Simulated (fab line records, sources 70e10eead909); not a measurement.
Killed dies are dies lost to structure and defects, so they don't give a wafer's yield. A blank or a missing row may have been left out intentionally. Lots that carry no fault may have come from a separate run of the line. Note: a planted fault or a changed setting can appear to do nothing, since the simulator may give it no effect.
fab line records ; flow nand_harc ; part 1 of 2: steps 1 to 4 of 6
record: lots: 23; wafers: 69; last_day: 34
route steps=1302 shown A_STAIRCASE@701
lots with no fault: from the same line, run without faults
start_h: the number of hours between the record's first day and the start of the first shown wafer of the lot ; wait_h: hours since the lot's step before ; " unchanged from the row above ; L1.1+2: several wafers, shown together as one row ; - no value present, or no start provided ; * or withheld: withheld ; < > ~ a bound
route shown NAME@n: names a module that has steps shown in the file, with the first one's number in the route ; usual: mean/standard deviation taken from wafers without a fault ; same: alike in all rows ; chamber/n: place in a boat ; sites: readings site by site ; _std_site: standard deviation across them ; _edge_site: outer sites' mean less inner sites' ; radius_mm: how far each site lies from the wafer's centre ; mask NAME#n: copy n ; behind: the most recent tool/chamber to have shaped the wafer ; hold: why the lot was held/for how many hours/how that ended ; device: the transistor (n, p or np) that didn't switch ; end of line: at the end of the route, the tests of the same wafers ; a step without rows: its recipe alone ; killed: dies lost to structure and defects at the first sort, not the wafer's yield ; map: the dies of a wafer, with x for killed, . for not killed, _ for no die there
set.NAME: the setting the step ran with; set.NAME@STEP: the setting that earlier step ran with ; model.NAME: the simulator's own value behind a step, which no gauge read
one table for each step of the route and one row for each wafer, over a sample of lots
services: the hour from which a tool's chamber was out of use, counted from the record's first day as start_h (under 0 if before that day), plus the number of hours and why
== steps ==
step: NHARC_A_STAIRCASE_TRIM_187
recipe: time_s: 211.2; o2_flow_sccm: 500; ar_flow_sccm: 0; bias_w: 0; chemistry: O2
usual: drypump_motor_current_A: 6.0/0.42; oes_product_au: 0.997/0.0096; rf_vpp_V: 57.6/0.97; showerhead_plenum_p_Torr: 3.47/0.13; throttle_valve_pct: 17.037/0.0099
lot.wafer;tool;chamber;start_h;wait_h;drypump_motor_current_A;oes_product_au;rf_hours_counter_h;rf_vpp_V;showerhead_plenum_p_Torr;throttle_valve_pct
L074.4;rie_diel-03;1;352.87;0.1;5.6;0.997;20;57.6;3.64;17.048
L074.2;rie_diel-03;0;352.87;0.1;5.7;0.991;20;58.4;3.59;17.038
L074.5;rie_diel-03;2;352.87;0.1;6.6;0.989;-;57.3;3.31;17.036
L075.2;rie_diel-03;2;360.33;0.1;6.6;0.985;24;57.9;3.31;17.037
L075.4;rie_diel-03;0;360.33;0.1;5.7;0.986;22;60.3;3.58;17.031
L075.5;rie_diel-03;2;360.33;0.1;6.6;0.982;-;58.7;3.31;17.037
L078.1;rie_diel-03;3;385.15;0.2;6.3;0.985;33;57.3;3.53;17.047
L078.3;rie_diel-03;2;385.15;0.2;6.6;0.979;32;58.5;3.31;17.040
L078.5;rie_diel-03;0;385.15;0.2;5.7;0.990;-;59.9;3.58;17.048
L076.2;rie_diel-03;3;389.97;0.2;6.3;0.996;36;56.0;3.53;17.024
L076.1;rie_diel-03;0;389.97;0.2;5.6;0.984;32;59.7;3.58;17.044
L076.6;rie_diel-03;0;389.97;0.2;5.7;0.986;-;58.4;3.58;17.034
L079.5;rie_diel-03;3;395.51;0.1;6.3;0.991;-;56.3;3.53;17.040
L079.4;rie_diel-03;0;395.51;0.1;5.7;0.990;-;57.1;3.58;17.040
L079.6;rie_diel-03;2;395.51;0.1;6.6;0.987;-;56.4;3.31;17.047
L080.2;rie_diel-03;2;415.17;0.4;6.6;0.993;45;57.5;3.30;17.025
L080.5;rie_diel-03;0;415.17;0.4;5.7;0.996;-;56.8;3.57;17.032
L080.4;rie_diel-03;3;415.17;0.4;6.3;0.995;-;57.4;3.53;17.038
L082.4;rie_diel-03;2;429.77;0.1;6.7;0.995;51;56.2;3.30;17.043
L082.1;rie_diel-03;3;429.77;0.1;6.3;0.981;51;58.7;3.52;17.030
L082.3;rie_diel-03;1;429.77;0.1;5.6;0.996;33;57.9;3.63;17.029
L081.4;rie_diel-02;0;430.42;0.1;5.6;0.999;12;57.0;3.59;17.054
L081.2;rie_diel-02;2;430.42;0.1;6.0;1.002;11;57.5;3.33;17.043
L081.5;rie_diel-02;3;430.42;0.1;6.1;1.004;-;56.9;3.50;17.028
L085.1;rie_diel-02;2;464.90;0.4;6.0;1.003;23;56.7;3.32;17.039
L085.2;rie_diel-02;1;464.90;0.4;6.0;0.989;23;56.1;3.40;17.012
L085.6;rie_diel-02;2;464.90;0.4;6.0;0.994;-;57.1;3.32;17.046
L083.4;rie_diel-02;0;465.06;0.4;5.6;1.007;25;59.2;3.59;17.051
L083.3;rie_diel-02;1;465.06;0.4;6.0;0.993;23;57.6;3.40;17.052
L083.2;rie_diel-02;3;465.06;0.4;6.1;0.996;18;57.0;3.49;17.045
L084.3;rie_diel-02;1;470.23;0.1;6.0;1.000;25;58.4;3.39;17.044
L084.4;rie_diel-02;2;470.23;0.1;6.0;1.008;26;56.3;3.32;17.039
L084.5;rie_diel-02;2;470.23;0.1;6.0;0.998;-;57.7;3.32;17.051
L086.3;rie_diel-05;0;471.05;0.1;6.7;1.001;18;57.2;3.28;17.028
L086.6;rie_diel-05;0;471.05;0.1;6.8;0.991;-;58.6;3.28;17.031
L086.5;rie_diel-05;1;471.05;0.1;6.2;0.979;-;57.2;3.65;17.037
L087.2;rie_diel-02;3;488.57;0.1;6.2;1.009;25;58.2;3.49;17.035
L087.4;rie_diel-02;2;488.57;0.1;6.0;1.019;30;56.3;3.32;17.043
L087.6;rie_diel-02;0;488.57;0.1;5.7;1.010;-;57.6;3.58;17.044
L088.4;rie_diel-05;1;494.80;0.1;6.2;0.989;24;57.8;3.65;17.031
L088.2;rie_diel-05;2;494.80;0.1;5.8;1.013;25;57.3;3.42;17.037
L088.3;rie_diel-05;0;494.80;0.1;6.7;0.997;25;58.6;3.28;17.044
L089.3;rie_diel-02;3;500.07;0.1;6.2;1.004;29;58.2;3.49;17.039
L089.4;rie_diel-02;1;500.07;0.1;6.0;0.990;33;56.7;3.39;17.042
L089.6;rie_diel-02;0;500.07;0.1;5.6;1.000;-;56.5;3.58;17.038
L090.4;rie_diel-05;0;519.55;0.1;6.7;0.991;31;55.5;3.28;17.036
L090.6;rie_diel-05;1;519.55;0.1;6.2;0.989;-;57.7;3.64;17.033
L090.5;rie_diel-05;2;519.55;0.1;5.8;0.997;-;58.7;3.42;17.042
L092.4;rie_diel-05;3;528.12;0.1;5.2;1.004;35;58.2;3.53;17.054
L092.1;rie_diel-05;1;528.12;0.1;6.2;0.994;33;58.3;3.64;17.046
L092.5;rie_diel-05;3;528.12;0.1;5.2;1.006;-;57.2;3.53;17.021
L091.1;rie_diel-05;0;528.30;0.1;6.7;0.984;33;55.5;3.27;17.029
L091.3;rie_diel-05;2;528.30;0.1;5.8;0.997;36;58.0;3.42;17.030
L091.5;rie_diel-05;0;528.30;0.1;6.7;0.980;-;57.3;3.27;17.024
L093.2;rie_diel-02;1;554.80;0.1;6.0;0.992;52;57.7;3.38;17.026
L093.4;rie_diel-02;3;554.80;0.1;6.1;1.008;48;57.1;3.48;17.035
L093.5;rie_diel-02;2;554.80;0.1;6.0;1.009;-;56.9;3.30;17.058
L095.4;rie_diel-02;0;564.39;0.1;5.6;1.019;55;58.5;3.57;17.030
L095.6;rie_diel-02;1;564.39;0.1;6.0;0.992;-;56.8;3.38;17.034
L095.5;rie_diel-02;2;564.39;0.1;6.0;1.013;-;57.1;3.30;17.042
L094.4;rie_diel-02;0;564.68;0.1;5.6;1.022;55;57.9;3.57;17.016
L094.2;rie_diel-02;2;564.68;0.1;6.0;1.009;55;56.8;3.30;17.030
L094.5;rie_diel-02;1;564.68;0.1;6.0;0.990;-;59.1;3.38;17.030
L096.4;rie_diel-05;1;577.47;0.2;6.2;0.984;58;57.3;3.63;17.034
L096.2;rie_diel-05;2;577.47;0.2;5.9;0.999;55;57.0;3.41;17.031
L096.5;rie_diel-05;1;577.47;0.2;6.2;0.991;-;57.2;3.63;17.035
L097.1;rie_diel-05;1;593.37;0.1;6.2;0.996;0;56.1;3.63;17.035
L097.2;rie_diel-05;2;593.37;0.1;5.8;1.005;0;57.2;3.40;17.031
L097.5;rie_diel-05;2;593.37;0.1;5.8;0.995;-;57.8;3.40;17.031
step: NHARC_A_STAIRCASE_TRIM_196
recipe: time_s: 211.2; o2_flow_sccm: 500; ar_flow_sccm: 0; bias_w: 0; chemistry: O2
usual: drypump_motor_current_A: 6.0/0.48; oes_product_au: 0.996/0.0091; rf_vpp_V: 57.7/0.93; showerhead_plenum_p_Torr: 3.48/0.13; throttle_valve_pct: 17.039/0.0097
lot.wafer;tool;chamber;start_h;wait_h;drypump_motor_current_A;oes_product_au;rf_hours_counter_h;rf_vpp_V;showerhead_plenum_p_Torr;throttle_valve_pct
L074.2;rie_diel-03;2;353.98;0.1;6.6;1.000;23;59.2;3.31;17.023
L074.4;rie_diel-03;0;353.98;0.1;5.7;1.001;21;58.4;3.59;17.027
L074.5;rie_diel-03;2;353.98;0.1;6.6;0.998;-;57.2;3.31;17.052
L075.2;rie_diel-03;3;361.34;0.1;6.3;0.980;26;57.6;3.54;17.027
L075.4;rie_diel-03;2;361.34;0.1;6.6;0.991;25;57.6;3.31;17.046
L075.5;rie_diel-03;3;361.34;0.1;6.3;0.983;-;58.9;3.54;17.049
L078.3;rie_diel-02;0;389.00;0.1;5.7;0.995;60;57.4;3.60;17.039
L078.1;rie_diel-02;1;389.00;0.1;5.9;0.996;60;56.6;3.41;17.042
L078.5;rie_diel-02;3;389.00;0.1;6.1;1.007;-;57.0;3.51;17.027
L076.2;rie_diel-03;3;391.19;0.1;6.3;0.991;37;57.7;3.53;17.038
L076.1;rie_diel-03;2;391.19;0.1;6.6;0.980;36;57.1;3.31;17.046
L076.6;rie_diel-03;3;391.19;0.1;6.3;0.984;-;56.2;3.53;17.047
L079.4;rie_diel-03;3;397.68;0.2;6.4;0.989;-;57.5;3.53;17.044
L079.6;rie_diel-03;0;397.68;0.2;5.7;0.983;-;57.0;3.58;17.027
L079.5;rie_diel-03;2;397.68;0.2;6.6;0.986;-;56.5;3.30;17.025
L080.2;rie_diel-05;0;416.53;0.1;6.7;1.018;0;56.7;3.29;17.042
L080.4;rie_diel-05;3;416.53;0.1;5.2;1.008;0;58.4;3.55;17.055
L080.5;rie_diel-05;0;416.53;0.1;6.7;1.006;-;55.9;3.29;17.047
L082.4;rie_diel-03;2;430.83;0.1;6.7;0.997;51;56.9;3.30;17.054
L082.1;rie_diel-03;3;430.83;0.1;6.3;0.999;52;58.3;3.52;17.043
L082.3;rie_diel-03;0;430.83;0.1;5.7;0.991;46;56.1;3.57;17.037
L081.2;rie_diel-02;3;431.43;0.1;6.2;0.997;4;57.6;3.50;17.044
L081.4;rie_diel-02;2;431.43;0.1;6.0;1.010;12;57.0;3.33;17.031
L081.5;rie_diel-02;3;431.43;0.1;6.2;1.007;-;58.9;3.50;17.033
L085.1;rie_diel-02;3;467.33;0.1;6.2;1.009;20;58.3;3.49;17.047
L085.2;rie_diel-02;1;467.33;0.1;6.0;1.002;24;59.2;3.40;17.037
L085.6;rie_diel-02;2;467.33;0.1;6.0;1.002;-;57.0;3.32;17.046
L083.4;rie_diel-05;3;467.38;0.1;5.2;1.008;17;57.8;3.54;17.047
L083.2;rie_diel-05;0;467.38;0.1;6.7;1.007;17;56.8;3.28;17.034
L083.3;rie_diel-05;1;467.38;0.1;6.2;0.984;16;58.9;3.65;17.036
L084.4;rie_diel-05;0;471.26;0.1;6.7;0.994;19;58.3;3.28;17.024
L084.3;rie_diel-05;1;471.26;0.1;6.2;0.980;17;58.8;3.65;17.032
L084.5;rie_diel-05;0;471.26;0.1;6.7;0.986;-;57.7;3.28;17.036
L086.3;rie_diel-03;0;472.28;0.1;5.7;0.991;1;59.0;3.57;17.042
L086.5;rie_diel-03;3;472.28;0.1;6.3;0.996;-;56.4;3.52;17.051
L086.6;rie_diel-03;0;472.28;0.1;5.7;0.988;-;57.5;3.57;17.027
L087.2;rie_diel-03;3;490.33;0.1;6.3;1.004;6;58.9;3.52;17.043
L087.4;rie_diel-03;2;490.33;0.1;6.6;0.997;-;57.8;3.29;17.029
L087.6;rie_diel-03;3;490.33;0.1;6.3;0.993;-;57.9;3.52;17.034
L088.2;rie_diel-05;2;495.83;0.1;5.9;0.996;26;59.7;3.42;17.036
L088.4;rie_diel-05;3;495.83;0.1;5.2;0.990;26;57.5;3.54;17.045
L088.3;rie_diel-05;0;495.83;0.1;6.7;0.994;25;60.1;3.28;17.036
L089.4;rie_diel-05;3;501.10;0.1;5.2;1.002;28;58.7;3.54;17.049
L089.3;rie_diel-05;2;501.10;0.1;5.9;0.999;27;57.5;3.42;17.051
L089.6;rie_diel-05;3;501.10;0.1;5.2;1.004;-;57.1;3.54;17.039
L090.4;rie_diel-05;0;520.54;0.1;6.7;0.980;32;58.0;3.27;17.040
L090.5;rie_diel-05;0;520.54;0.1;6.7;0.981;-;57.2;3.28;17.053
L090.6;rie_diel-05;1;520.54;0.1;6.2;0.978;-;58.5;3.64;17.034
L092.1;rie_diel-03;0;529.27;0.1;5.7;0.990;19;57.4;3.56;17.043
L092.4;rie_diel-03;3;529.27;0.1;6.3;0.992;-;56.4;3.51;17.021
L092.5;rie_diel-03;0;529.27;0.1;5.7;0.980;-;57.2;3.56;17.042
L091.3;rie_diel-05;3;529.47;0.1;5.2;1.011;36;58.3;3.53;17.028
L091.1;rie_diel-05;0;529.47;0.1;6.8;0.980;34;55.7;3.27;17.041
L091.5;rie_diel-05;2;529.47;0.1;5.8;0.999;-;57.7;3.42;17.057
L093.4;rie_diel-03;0;555.83;0.1;5.7;0.979;31;58.3;3.55;17.036
L093.2;rie_diel-03;3;555.83;0.1;6.3;0.998;33;57.2;3.50;17.041
L093.5;rie_diel-03;1;555.83;0.1;5.6;0.990;-;57.7;3.62;17.037
L095.6;rie_diel-05;0;565.86;0.2;6.7;0.984;-;57.5;3.27;17.031
L095.4;rie_diel-05;1;565.86;0.2;6.2;0.989;-;58.1;3.63;17.035
L095.5;rie_diel-05;3;565.86;0.2;5.2;1.001;-;58.3;3.53;17.049
L094.2;rie_diel-05;3;566.09;0.1;5.2;0.999;47;59.2;3.53;17.061
L094.4;rie_diel-05;0;566.09;0.1;6.7;0.987;-;56.6;3.27;17.026
L094.5;rie_diel-05;1;566.09;0.1;6.2;0.985;-;59.4;3.63;17.039
L096.2;rie_diel-03;1;580.29;0.1;5.6;1.005;34;58.3;3.61;17.038
L096.4;rie_diel-03;2;580.29;0.1;6.6;1.003;37;57.3;3.28;17.030
L096.5;rie_diel-03;1;580.29;0.1;5.6;0.998;-;58.2;3.61;17.028
L097.1;rie_diel-05;2;594.41;0.1;5.8;0.996;1;57.7;3.40;17.030
L097.2;rie_diel-05;3;594.41;0.1;5.2;0.981;0;57.2;3.52;17.051
L097.5;rie_diel-05;2;594.41;0.1;5.8;0.983;-;58.7;3.40;17.036
step: NHARC_A_STAIRCASE_ETCH_197
recipe: target_depth_a: 1000; time_s: 40.5; ion_energy_ev: 400; c4f8_flow_sccm: 20; o2_flow_sccm: 10; ar_flow_sccm: withheld; rf_w: 600; bias_w: 1000; chemistry: C4F8/O2
usual: oes_product_au: 0.943/0.017; rf_vpp_V: 894/5
lot.wafer;tool;chamber;start_h;wait_h;oes_product_au;rf_hours_counter_h;rf_vpp_V
L074.2;rie_diel-03;3;-;-;0.927;24;896
L074.4;rie_diel-03;1;-;-;0.938;21;901
L074.5;rie_diel-03;3;-;-;0.931;-;897
L075.2;rie_diel-03;3;-;-;0.927;26;896
L075.4;rie_diel-03;0;-;-;0.934;22;900
L075.5;rie_diel-03;0;-;-;0.935;-;897
L078.1;rie_diel-02;0;-;-;0.951;60;898
L078.3;rie_diel-02;2;-;-;0.955;57;889
L078.5;rie_diel-02;0;-;-;0.952;-;898
L076.2;rie_diel-03;2;-;-;0.931;36;888
L076.1;rie_diel-03;3;-;-;0.921;37;895
L076.6;rie_diel-03;0;-;-;0.931;-;898
L079.6;rie_diel-03;2;-;-;0.939;-;888
L079.5;rie_diel-03;3;-;-;0.939;-;895
L079.4;rie_diel-03;0;-;-;0.930;-;896
L080.2;rie_diel-05;3;-;-;0.968;0;895
L080.4;rie_diel-05;1;-;-;0.944;0;902
L080.5;rie_diel-05;2;-;-;0.979;-;893
L082.3;rie_diel-03;1;-;-;0.946;33;899
L082.1;rie_diel-03;2;-;-;0.928;51;888
L082.4;rie_diel-03;3;-;-;0.941;52;897
L081.2;rie_diel-02;1;-;-;0.957;13;891
L081.4;rie_diel-02;2;-;-;0.953;12;888
L081.5;rie_diel-02;1;-;-;0.952;-;891
L083.4;rie_diel-05;0;-;-;0.920;17;887
L083.3;rie_diel-05;1;-;-;0.906;16;900
L083.2;rie_diel-05;2;-;-;0.920;16;892
L085.1;rie_diel-02;3;-;-;0.944;20;895
L085.2;rie_diel-02;1;-;-;0.942;25;891
L085.6;rie_diel-02;3;-;-;0.938;-;895
L084.4;rie_diel-05;1;-;-;0.927;18;902
L084.3;rie_diel-05;2;-;-;0.948;18;891
L084.5;rie_diel-05;0;-;-;0.955;-;887
L086.3;rie_diel-03;2;-;-;0.976;1;888
L086.6;rie_diel-03;2;-;-;0.976;-;888
L086.5;rie_diel-03;3;-;-;0.957;-;896
L087.2;rie_diel-03;3;-;-;0.955;6;896
L087.4;rie_diel-03;3;-;-;0.948;-;896
L087.6;rie_diel-03;2;-;-;0.956;-;888
L088.4;rie_diel-05;2;-;-;0.945;26;892
L088.2;rie_diel-05;0;-;-;0.946;25;888
L088.3;rie_diel-05;1;-;-;0.941;25;902
L089.4;rie_diel-05;3;-;-;0.962;28;896
L089.3;rie_diel-05;0;-;-;0.954;27;886
L089.6;rie_diel-05;1;-;-;0.958;-;902
L090.4;rie_diel-05;0;-;-;0.936;32;887
L090.6;rie_diel-05;1;-;-;0.936;-;901
L090.5;rie_diel-05;2;-;-;0.941;-;893
L092.1;rie_diel-03;3;-;-;0.947;22;896
L092.4;rie_diel-03;3;-;-;0.950;-;895
L092.5;rie_diel-03;0;-;-;0.950;-;898
L091.1;rie_diel-05;3;-;-;0.940;36;896
L091.3;rie_diel-05;0;-;-;0.947;34;885
L091.5;rie_diel-05;0;-;-;0.937;-;886
L093.2;rie_diel-03;2;-;-;0.986;29;886
L093.4;rie_diel-03;1;-;-;0.962;24;899
L093.5;rie_diel-03;3;-;-;0.977;-;896
L095.5;rie_diel-05;1;-;-;0.912;-;901
L095.4;rie_diel-05;3;-;-;0.910;-;895
L095.6;rie_diel-05;0;-;-;0.906;-;887
L094.2;rie_diel-05;0;-;-;0.917;45;888
L094.4;rie_diel-05;0;-;-;0.912;-;885
L094.5;rie_diel-05;1;-;-;0.919;-;900
L096.4;rie_diel-03;1;-;-;0.940;34;899
L096.2;rie_diel-03;2;-;-;0.959;37;887
L096.5;rie_diel-03;1;-;-;0.945;-;900
L097.1;rie_diel-05;0;-;-;0.942;0;905
L097.2;rie_diel-05;3;-;-;0.941;0;896
L097.5;rie_diel-05;0;-;-;0.945;-;906
step: NHARC_A_STAIRCASE_ETCH_199
recipe: target_depth_a: 1000; time_s: 40.5; ion_energy_ev: 400; c4f8_flow_sccm: 20; o2_flow_sccm: 10; ar_flow_sccm: withheld; rf_w: 600; bias_w: 1000; chemistry: C4F8/O2
usual: oes_product_au: 0.942/0.011; rf_vpp_V: 895/4.7
lot.wafer;tool;chamber;start_h;wait_h;oes_product_au;rf_hours_counter_h;rf_vpp_V
L074.2;rie_diel-03;0;-;-;0.930;21;897
L074.4;rie_diel-03;2;-;-;0.941;23;887
L074.5;rie_diel-03;3;-;-;0.932;-;896
L075.4;rie_diel-03;1;-;-;0.933;22;900
L075.2;rie_diel-03;3;-;-;0.940;26;896
L075.5;rie_diel-03;1;-;-;0.938;-;901
L078.3;rie_diel-02;3;-;-;0.950;56;895
L078.1;rie_diel-02;2;-;-;0.953;57;888
L078.5;rie_diel-02;3;-;-;0.958;-;896
L076.1;rie_diel-03;0;-;-;0.928;33;898
L076.2;rie_diel-03;2;-;-;0.934;36;888
L076.6;rie_diel-03;2;-;-;0.929;-;889
L079.5;rie_diel-03;0;-;-;0.929;-;898
L079.6;rie_diel-03;2;-;-;0.937;-;887
L079.4;rie_diel-03;3;-;-;0.930;-;896
L080.4;rie_diel-05;2;-;-;0.971;0;892
L080.2;rie_diel-05;0;-;-;0.953;0;887
L080.5;rie_diel-05;2;-;-;0.965;-;893
L082.3;rie_diel-03;0;-;-;0.941;46;897
L082.4;rie_diel-03;1;-;-;0.947;33;900
L082.1;rie_diel-03;3;-;-;0.947;52;897
L081.2;rie_diel-02;3;-;-;0.934;4;896
L081.4;rie_diel-02;0;-;-;0.934;13;898
L081.5;rie_diel-02;2;-;-;0.946;-;888
L083.3;rie_diel-05;2;-;-;0.940;16;894
L083.2;rie_diel-05;0;-;-;0.941;17;887
L083.4;rie_diel-05;1;-;-;0.926;16;900
L085.2;rie_diel-02;2;-;-;0.952;25;888
L085.1;rie_diel-02;3;-;-;0.933;21;894
L085.6;rie_diel-02;0;-;-;0.933;-;898
L084.4;rie_diel-05;3;-;-;0.959;19;897
L084.3;rie_diel-05;1;-;-;0.933;18;902
L084.5;rie_diel-05;3;-;-;0.940;-;897
L086.3;rie_diel-03;0;-;-;0.945;1;897
L086.6;rie_diel-03;0;-;-;0.943;-;897
L086.5;rie_diel-03;1;-;-;0.957;-;900
L087.2;rie_diel-03;1;-;-;0.936;6;900
L087.4;rie_diel-03;3;-;-;0.943;-;897
L087.6;rie_diel-03;1;-;-;0.941;-;899
L088.2;rie_diel-05;1;-;-;0.936;25;899
L088.3;rie_diel-05;2;-;-;0.942;26;893
L088.4;rie_diel-05;3;-;-;0.935;26;898
L089.4;rie_diel-05;2;-;-;0.962;27;891
L089.3;rie_diel-05;3;-;-;0.950;28;897
L089.6;rie_diel-05;1;-;-;0.958;-;898
L090.4;rie_diel-05;1;-;-;0.935;32;900
L090.5;rie_diel-05;1;-;-;0.925;-;899
L090.6;rie_diel-05;2;-;-;0.943;-;891
L092.1;rie_diel-03;0;-;-;0.951;19;897
L092.4;rie_diel-03;2;-;-;0.952;-;887
L092.5;rie_diel-03;0;-;-;0.945;-;898
L091.3;rie_diel-05;0;-;-;0.945;34;888
L091.1;rie_diel-05;2;-;-;0.949;36;891
L091.5;rie_diel-05;0;-;-;0.958;-;885
L093.4;rie_diel-03;0;-;-;0.941;31;897
L093.2;rie_diel-03;2;-;-;0.967;29;888
L093.5;rie_diel-03;3;-;-;0.959;-;895
L095.5;rie_diel-05;0;-;-;0.936;-;886
L095.6;rie_diel-05;1;-;-;0.929;-;899
L095.4;rie_diel-05;3;-;-;0.932;-;895
L094.2;rie_diel-05;1;-;-;0.925;53;901
L094.5;rie_diel-05;3;-;-;0.941;-;896
L094.4;rie_diel-05;0;-;-;0.937;-;886
L096.4;rie_diel-03;0;-;-;0.951;41;896
L096.2;rie_diel-03;2;-;-;0.956;37;887
L096.5;rie_diel-03;3;-;-;0.931;-;895
L097.1;rie_diel-05;1;-;-;0.931;1;901
L097.2;rie_diel-05;2;-;-;0.932;1;893
L097.5;rie_diel-05;3;-;-;0.941;-;897
